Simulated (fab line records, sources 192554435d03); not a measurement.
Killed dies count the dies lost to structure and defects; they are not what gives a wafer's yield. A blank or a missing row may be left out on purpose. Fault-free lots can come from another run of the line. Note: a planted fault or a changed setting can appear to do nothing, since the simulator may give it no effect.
Matching of chambers :: flow n5_finfet :: 4 sister chambers for N5_BEOL_M1_ETCH_69 on rie_diel-02
The step etches SiARC in CF4, target depth 15.6 nm, time 26 s. 4 wafers are shown with their chamber, then 7 later ones without.

## WAFERS, EACH WITH ITS CHAMBER
wafer: L075.2
chamber: 1
showerhead_plenum_p_Torr (Torr): 2.10

wafer: L082.6
chamber: 2
showerhead_plenum_p_Torr (Torr): 2.12

wafer: L083.4
chamber: 0
showerhead_plenum_p_Torr (Torr): 1.98

wafer: L083.5
chamber: 3
showerhead_plenum_p_Torr (Torr): 2.14

## WAFERS WITH NO CHAMBER GIVEN
wafer: L083.6
showerhead_plenum_p_Torr (Torr): 1.98

wafer: L085.1
showerhead_plenum_p_Torr (Torr): 2.09

wafer: L085.4
showerhead_plenum_p_Torr (Torr): 1.98

wafer: L085.5
showerhead_plenum_p_Torr (Torr): 2.14

wafer: L092.1
showerhead_plenum_p_Torr (Torr): 2.11

wafer: L092.4
showerhead_plenum_p_Torr (Torr): 2.13

wafer: L092.5
showerhead_plenum_p_Torr (Torr): 2.13

## CHAMBER TAKEN BY EACH
wafer: L083.6
from the rows above: 0
in truth: 0

wafer: L085.1
from the rows above: 1
in truth: 1

wafer: L085.4
from the rows above: 0
in truth: 0

wafer: L085.5
from the rows above: 3
in truth: 3

wafer: L092.1
from the rows above: can't be placed: 1 or 2
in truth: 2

wafer: L092.4
from the rows above: can't be placed: 2 or 3
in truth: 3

wafer: L092.5
from the rows above: can't be placed: 2 or 3
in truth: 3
Correctly placed: 4 of 7. From these rows, 3 cannot be placed; in 3 the true chamber is one of the candidates. Wrongly placed: 0.
How it was worked out, from the rows above alone: a wafer's distance from a chamber is the root of the sum, over the readings, of the square of ((its reading less the chamber's mean) divided by the reading's scatter). If the next closest chamber is less than 2 further off than the closest, the wafer can't be placed; otherwise it belongs to the closest. For every chamber, the mean is computed from those of its wafers that are shown. The scatter (one wafer shown for each chamber): square how far every hidden wafer sits from the nearest shown wafer, average those squares and take the square root.
